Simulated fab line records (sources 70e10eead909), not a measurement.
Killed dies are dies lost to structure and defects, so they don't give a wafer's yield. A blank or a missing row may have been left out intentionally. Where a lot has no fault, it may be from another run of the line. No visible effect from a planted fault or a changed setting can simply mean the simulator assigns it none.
Which of the tools did it? ; flow nandHarc ; Sampling: 13 lots, 39 wafers, 6 of 1302 route steps

WHAT THE GAUGES SHOWED, per wafer
NHARC_A_DECK1_JOINT_THK_MEAS_14: measures by ellipsometry. Usual: thkNm at 50.9 nm, with a standard deviation of 1.2.
lot;measured;on;thkNm (nm);flag
L446;day 11 01:50;filmMetro-02;50.7 50.3 50.2;
L447;day 12 00:23;filmMetro-02;49.7 51.1 50.3;
L449;day 12 17:35;filmMetro-01;52.5 51.9 51.7;
L450;day 13 03:09;filmMetro-02;51.1 50.8 52.0;
L452;day 13 21:25;filmMetro-01;50.8 49.4 50.0;
L454;day 14 21:41;filmMetro-01;49.3 48.9 51.4;
L455;day 15 03:27;filmMetro-01;50.9 51.2 51.7;
L456;day 15 07:27;filmMetro-02;49.1 50.0 51.0;
L462;day 18 08:30;filmMetro-02;49.6 51.0 51.6;
L464;day 19 00:55;filmMetro-02;51.3 51.3 51.8;
L466;day 19 18:44;filmMetro-02;50.4 52.7 49.6;
L467;day 20 08:17;filmMetro-02;52.9 52.8 52.8;
L469;day 21 07:14;filmMetro-02;49.0 51.3 50.1;

NHARC_A_ONON_D2_THK_MEAS_34: measures by ellipsometry. Usual: thkNm at 200 nm, with a standard deviation of 3.
lot;measured;on;thkNm (nm);flag
L446;day 12 16:53;filmMetro-02;200 195 201;
L447;day 13 12:53;filmMetro-01;194 196 197;
L449;day 14 04:24;filmMetro-02;199 198 198;
L450;day 14 17:47;filmMetro-02;198 201 200;
L452;day 15 12:30;filmMetro-02;200 200 194;
L454;day 16 13:31;filmMetro-01;195 198 198;
L455;day 16 13:27;filmMetro-02;202 203 208;
L456;day 16 23:38;filmMetro-01;198 195 202;
L462;day 19 21:58;filmMetro-02;198 170 204;OFF
L464;day 20 22:23;filmMetro-01;165 201 201;OFF
L466;day 21 11:06;filmMetro-01;199 199 203;
L467;day 21 23:19;filmMetro-02;199 201 195;
L469;day 22 18:45;filmMetro-01;203 203 204;

NHARC_A_ONON_D2_INSPECT_32. Usual: rawDefectCount at 380, with a standard deviation of 120.
lot;measured;on;rawDefectCount;flag
L446;day 12 16:56;defectInspect-02;368 499 496;
L447;day 13 12:57;defectInspect-02;192 257 282;
L449;day 14 04:28;defectInspect-02;474 301 348;
L450;day 14 17:52;defectInspect-02;386 452 226;
L452;day 15 12:35;defectInspect-01;392 249 385;
L454;day 16 13:37;defectInspect-02;408 596 401;
L455;day 16 13:31;defectInspect-01;439 484 402;
L456;day 16 23:42;defectInspect-02;499 422 357;
L462;day 19 22:02;defectInspect-01;292 309 253;
L464;day 20 22:29;defectInspect-02;546 424 600;
L466;day 21 11:11;defectInspect-01;402 331 339;
L467;day 21 23:25;defectInspect-01;280 431 587;
L469;day 22 18:50;defectInspect-02;272 593 406;

NHARC_END_SORT_01. Usual: killedAtArray 54, standard deviation 17; killedAtOther 1.0, standard deviation 1.4; killedAtPeriphery 3.6, standard deviation 2.1; killedDies 58, standard deviation 17; killedOpen 3.2, standard deviation 2; killedShort 2.5, standard deviation 1.5.
lot;measured;on;killedAtArray;killedAtOther;killedAtPeriphery;killedDies;killedOpen;killedShort;flag
L449;day 25 02:53;prober-01;47 29 45;0 0 0;3 3 7;50 32 52;5 1 2;2 4 2;
L450;day 26 03:07;prober-02;31 51 31;5 4 3;4 5 5;40 60 39;2 5 2;1 2 2;
L455;day 27 15:53;prober-02;61 55 26;2 1 2;6 5 3;69 61 31;4 0 2;3 0 2;
L462;day 31 03:02;prober-01;32 48 33;0 1 1;10 6 5;42 55 39;3 2 2;2 6 6;
L464;day 32 20:53;prober-01;34 25 32;2 1 1;3 3 3;39 29 36;6 3 4;5 2 6;
L466;day 33 05:17;prober-02;85 61 88;0 0 0;5 4 4;90 65 92;4 6 4;1 0 3;

WHICH TOOL RAN EACH LOT (tool, then ch and the chambers of the sampled wafers, then the start)
lot;NHARC_A_DECK1_JOINT_CMP_02;NHARC_A_ONON_D2_DEP_33
L446;cmp-02 ch 0,1,2, day 12 01:34;pecvd-03 ch 0,2, day 12 16:31
L447;cmp-02 ch 0,3, day 12 22:53;pecvd-02 ch 0,2, day 13 12:29
L449;cmp-02 ch 1,2,3, day 13 14:46;pecvd-02 ch 0,1,2, day 14 03:59
L450;cmp-02 ch 2,3, day 14 01:35;pecvd-03 ch 0,1, day 14 17:22
L452;cmp-01 ch 0,1, day 14 22:41;pecvd-02 ch 0,1,2, day 15 12:08
L454;cmp-02 ch 2,3, day 15 23:12;pecvd-02 ch 0,1,2, day 16 13:14
L455;cmp-04 ch 0,2,3, day 16 02:22;pecvd-01 ch 0,1, day 16 13:05
L456;cmp-01 ch 1,3, day 16 09:54;pecvd-02 ch 0,2, day 16 23:13
L462;cmp-02 ch 1,3, day 19 08:01;pecvd-02 ch 0,1,2, day 19 21:32
L464;cmp-04 ch 2,3, day 20 05:35;pecvd-02 ch 0,1,2, day 20 21:59
L466;cmp-01 ch 0,2, day 20 18:39;pecvd-01 ch 0,1, day 21 10:41
L467;cmp-01 ch 0,1,2, day 21 09:01;pecvd-03 ch 0,2, day 21 22:57
L469;cmp-02 ch 0,3, day 22 04:29;pecvd-01 ch 1,2, day 22 18:26
- NHARC_A_DECK1_JOINT_CMP_02: polishes SiOx.
- NHARC_A_ONON_D2_DEP_33: deposits SiO2, target thk 200 nm.

AS READ BY THE TOOLS THEMSELVES (means over the sampled wafers that have a number; for cases with no such wafer, the mark the record gives instead)
NHARC_A_DECK1_JOINT_CMP_02. Usual: motorCurrentA 11.6 A, standard deviation 1.4; retainingRingPressureFrac 1.000, standard deviation 0.0052.
lot;tool;motorCurrentA (A);retainingRingPressureFrac;flag
L446;cmp-02;11.2;1.001;
L447;cmp-02;11.7;1.008;
L449;cmp-02;12.3;1.000;
L450;cmp-02;13.4;1.005;
L452;cmp-01;10.9;1.001;
L454;cmp-02;13.7;1.003;
L455;cmp-04;11.5;1.003;
L456;cmp-01;10.5;1.002;
L462;cmp-02;12.4;1.005;
L464;cmp-04;11.2;0.995;
L466;cmp-01;11.6;1.003;
L467;cmp-01;10.8;0.996;
L469;cmp-02;11.6;0.999;

NHARC_A_ONON_D2_DEP_33. Usual: heaterPowerW 563 W, standard deviation 88; mfcPrecursorSccm 161.5 sccm, standard deviation 0.46; rfFwdPowerW 898.0 W, standard deviation 2.9; throttleValvePct 16.5 %, standard deviation 0.52.
lot;tool;heaterPowerW (W);mfcPrecursorSccm (sccm);rfFwdPowerW (W);throttleValvePct (%);flag
L446;pecvd-03;705;161.6;898.3;16.7;
L447;pecvd-02;633;161.5;896.9;16.9;
L449;pecvd-02;535;161.7;897.7;16.6;
L450;pecvd-03;592;161.6;898.5;16.9;
L452;pecvd-02;538;161.2;895.9;16.8;
L454;pecvd-02;558;161.1;896.6;16.7;
L455;pecvd-01;591;161.7;897.2;16.7;
L456;pecvd-02;599;161.3;896.7;16.9;
L462;pecvd-02;605;152.4;897.9;16.2;OFF
L464;pecvd-02;594;152.5;897.9;16.2;OFF
L466;pecvd-01;517;161.2;895.7;16.8;
L467;pecvd-03;693;161.4;899.8;16.7;
L469;pecvd-01;480;161.4;897.8;15.7;

THE ANSWER, worked out from the rows above alone
Rule: take the mean of a lot's wafers that have a number; if it is more than 3 standard deviations from the usual mean, the lot is off. A lot without any number at a reading at which 4 lots or more have one is off too. The other lots that the step has rows for count as sound. First the gauges in route order, then the tools' own readings, where a lot's mean is used as printed above. At the first step where some lot is off, the reading lying furthest off is the one used; lots without a number count as furthest.
Off: L462, L464, at NHARC_A_ONON_D2_THK_MEAS_34 (thkNm).
A tool fits if, at a process step before that reading, it ran every lot that is off, and no sound lot after the first of them. Not tried: the gauges at NHARC_A_ONON_D2_THK_MEAS_34; whatever is off there is also off at NHARC_A_ONON_D2_DEP_33, on other tools, and gauge error can't account for it. One fits: pecvd-02 at NHARC_A_ONON_D2_DEP_33. A fault onset in the window from L456 (day 16 23:13, its last sound lot) to L462 (day 19 21:32, its first lot off) fits.
The tool's own readings at NHARC_A_ONON_D2_DEP_33 bear it out: on the lots that are off they differ by more than 5 times the standard deviation of the sound lots' means. mfcPrecursorSccm reads 152.4 sccm there against 161.4 sccm on the sound lots.

WHAT THE SIMULATOR HAD INSERTED
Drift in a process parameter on pecvd-02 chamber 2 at NHARC_A_ONON_D2_DEP_33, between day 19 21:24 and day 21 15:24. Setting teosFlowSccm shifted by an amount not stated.
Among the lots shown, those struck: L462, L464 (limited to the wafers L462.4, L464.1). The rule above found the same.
